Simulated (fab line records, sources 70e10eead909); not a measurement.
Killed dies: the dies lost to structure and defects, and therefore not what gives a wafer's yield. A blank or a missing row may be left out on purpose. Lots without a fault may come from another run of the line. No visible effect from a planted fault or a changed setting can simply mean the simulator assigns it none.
Which of the tools did it? | flow nand harc | 13 lots with 39 wafers sampled at 5 steps, on a route of 1302 steps

== WHAT THE GAUGES READ, wafer by wafer ==
NHARC_P_ZERO_WELL_CD_MEAS_52 targets a cd of 2000 nm.
lot  | measured     | on        | cd nm (nm)
L369 | day 2 01:44  | cd sem-02 | 1999.7 2001.8 2002.9
L370 | day 2 11:56  | cd sem-01 | 2001.2 2002.3 1999.4
L371 | day 2 21:44  | cd sem-02 | 2001.6 2003.4 2000.9
L378 | day 5 19:52  | cd sem-03 | 1997.9 1999.2 1994.9
L380 | day 6 15:46  | cd sem-02 | 2002.3 2002.7 2001.6
L382 | day 7 11:44  | cd sem-02 | 1998.1 1996.9 2000.3
L384 | day 8 08:17  | cd sem-02 | 2001.5 1997.5 1995.4
L385 | day 8 17:53  | cd sem-03 | 2002.9 2000.5 1999.8
L386 | day 9 03:50  | cd sem-02 | 2001.9 2004.9 2003.9
L388 | day 10 01:01 | cd sem-01 | 2002.0 1993.8 1998.0
L389 | day 10 09:46 | cd sem-01 | 2000.2 2002.4 2001.7
L390 | day 10 19:46 | cd sem-02 | 1999.0 2000.0 1999.9
L392 | day 11 16:01 | cd sem-03 | 2001.5 2003.5 2000.3

NHARC_P_STI_CD_MEAS_16.
lot  | measured     | on        | cd nm (nm)
L369 | day 2 22:02  | cd sem-03 | 197.1 202.3 197.9
L370 | day 3 12:13  | cd sem-03 | 199.8 203.4 201.6
L371 | day 3 20:11  | cd sem-03 | 202.1 195.9 201.3
L378 | day 6 16:29  | cd sem-02 | 196.4 202.1 200.1
L380 | day 7 08:57  | cd sem-01 | 201.0 197.8 200.7
L382 | day 8 06:53  | cd sem-03 | 194.6 197.6 196.5
L384 | day 9 03:13  | cd sem-01 | 201.9 199.3 200.4
L385 | day 9 11:01  | cd sem-01 | 198.5 198.5 198.5
L386 | day 9 21:42  | cd sem-01 | 199.8 201.7 198.5
L388 | day 10 23:14 | cd sem-03 | 199.8 197.6 198.6
L389 | day 11 03:08 | cd sem-02 | 196.8 196.1 195.2
L390 | day 11 13:20 | cd sem-03 | 202.1 200.2 199.7
L392 | day 12 09:13 | cd sem-03 | 201.2 203.2 204.3

NHARC_END_SORT_01.
lot  | measured     | on        | killed at array | killed at other | killed at periphery | killed dies | killed open | killed short
L380 | day 29 17:35 | prober-01 | 58 64 69        | 1 1 1           | 7 3 3               | 66 68 73    | 2 2 5       | 1 1 3

== EACH LOT AND THE TOOL THAT RAN IT (in order: tool; ch and the chambers of the sampled wafers; start) ==
lot  | NHARC_P_STI_CMP_21            | NHARC_P_GATE_DESCUM_13
L369 | cmp-04 ch 1,3, day 3 15:23    | rie diel-11 ch 0,3, day 4 05:16
L370 | cmp-02 ch 0,1,2, day 4 08:08  | rie diel-11 ch 0,1,3, day 5 01:45
L371 | cmp-03 ch 0,1,3, day 4 13:32  | rie diel-03 ch 0,1,3, day 5 07:07
L378 | cmp-03 ch 0,1,2, day 7 11:32  | rie diel-03 ch 2,3, day 8 05:57
L380 | cmp-03 ch 1,2,3, day 8 03:00  | rie diel-04 ch 1,3, day 8 20:02
L382 | cmp-02 ch 0,3, day 9 00:14    | rie diel-04 ch 0,1,2, day 9 19:51
L384 | cmp-02 ch 0,3, day 9 17:34    | rie diel-03 ch 0,3, day 10 16:08
L385 | cmp-02 ch 0,1,2, day 10 11:56 | rie diel-04 ch 0,2,3, day 11 07:32
L386 | cmp-03 ch 0,3, day 10 21:42   | rie diel-03 ch 0,2,3, day 11 18:25
L388 | cmp-03 ch 0,1, day 11 19:59   | rie diel-04 ch 0,2, day 12 12:33
L389 | cmp-04 ch 1,2, day 11 19:59   | rie diel-03 ch 0,2, day 12 12:35
L390 | cmp-02 ch 2,3, day 12 07:25   | rie diel-04 ch 0,1, day 13 00:49
L392 | cmp-02 ch 1,2,3, day 13 04:01 | rie diel-03 ch 0,1,2, day 13 21:13
- NHARC_P_STI_CMP_21: polishes, t overpolish 20 s, target thk 380.67 nm.
- NHARC_P_GATE_DESCUM_13: chemistry O2, time 3 s.

== WHAT THE TOOLS THEMSELVES READ (means of the sampled wafers that have a number; where no wafer has one, the mark that the record gives instead) ==
NHARC_P_STI_CMP_21.
lot  | tool   | motor current A (A) | overpolish run s (s)
L369 | cmp-04 | 12.6                | 20.009
L370 | cmp-02 | 12.0                | 19.994
L371 | cmp-03 | 13.4                | 20.001
L378 | cmp-03 | 12.7                | 70.689
L380 | cmp-03 | 12.2                | 70.693
L382 | cmp-02 | 11.5                | 20.001
L384 | cmp-02 | 11.4                | 19.996
L385 | cmp-02 | 12.3                | 19.998
L386 | cmp-03 | 12.6                | 19.998
L388 | cmp-03 | 13.8                | 19.997
L389 | cmp-04 | 13.8                | 20.002
L390 | cmp-02 | 11.9                | 19.993
L392 | cmp-02 | 12.7                | 19.993

NHARC_P_GATE_DESCUM_13.
lot  | tool        | drypump motor current A (A) | oes product au (a.u.) | rf vpp V (V) | showerhead plenum p Torr (Torr) | throttle valve pct (%)
L369 | rie diel-11 | 5.5                         | 0.995                 | 58.7         | 2.00                            | 11.302
L370 | rie diel-11 | 5.3                         | 1.004                 | 56.7         | 1.98                            | 11.309
L371 | rie diel-03 | 5.7                         | 1.004                 | 58.7         | 1.96                            | 11.309
L378 | rie diel-03 | 5.5                         | 0.996                 | 58.1         | 2.01                            | 11.318
L380 | rie diel-04 | 5.8                         | 1.003                 | 59.0         | 2.04                            | 11.322
L382 | rie diel-04 | 5.3                         | 0.984                 | 58.4         | 2.05                            | 11.310
L384 | rie diel-03 | 5.4                         | 1.011                 | 58.2         | 2.03                            | 11.305
L385 | rie diel-04 | 5.8                         | 0.994                 | 58.4         | 2.04                            | 11.303
L386 | rie diel-03 | 5.4                         | 1.001                 | 58.3         | 2.02                            | 11.318
L388 | rie diel-04 | 5.5                         | 1.010                 | 58.1         | 2.05                            | 11.321
L389 | rie diel-03 | 5.3                         | 1.008                 | 58.6         | 2.01                            | 11.313
L390 | rie diel-04 | 5.2                         | 1.006                 | 58.9         | 2.06                            | 11.312
L392 | rie diel-03 | 5.6                         | 1.000                 | 58.6         | 1.94                            | 11.302

== THE ANSWER, worked out from the rows above alone ==
Rule: the usual values come from the lots themselves. The widest of any qualifying gaps counts: lots, ordered by their means at a reading, are off when they make up no more than a third of the lots, leave a main group of 4 or more, and stand apart from it by 3 or more times the standard deviation of that group's means. The tables above print the reading to a certain number of digits; a main group whose means all agree to those digits is not used. A lot without any number at a reading at which 4 lots or more have one is off too. The other lots that the step has rows for count as sound. First the gauges in route order, then the tools' own readings, where a lot's mean is used as printed above. At the first step where some lot is off, the reading lying furthest off is the one used; lots without a number count as furthest.
Off, at NHARC_P_STI_CMP_21 on overpolish run s: L378, L380. Mean 19.998 s and standard deviation 0.0045 in the main group.
A tool fits if, at that step or a process step before it, it ran every lot that is off, and no sound lot after the first of them. None of those tried fits.

== WHAT THE SIMULATOR HAD PUT IN ==
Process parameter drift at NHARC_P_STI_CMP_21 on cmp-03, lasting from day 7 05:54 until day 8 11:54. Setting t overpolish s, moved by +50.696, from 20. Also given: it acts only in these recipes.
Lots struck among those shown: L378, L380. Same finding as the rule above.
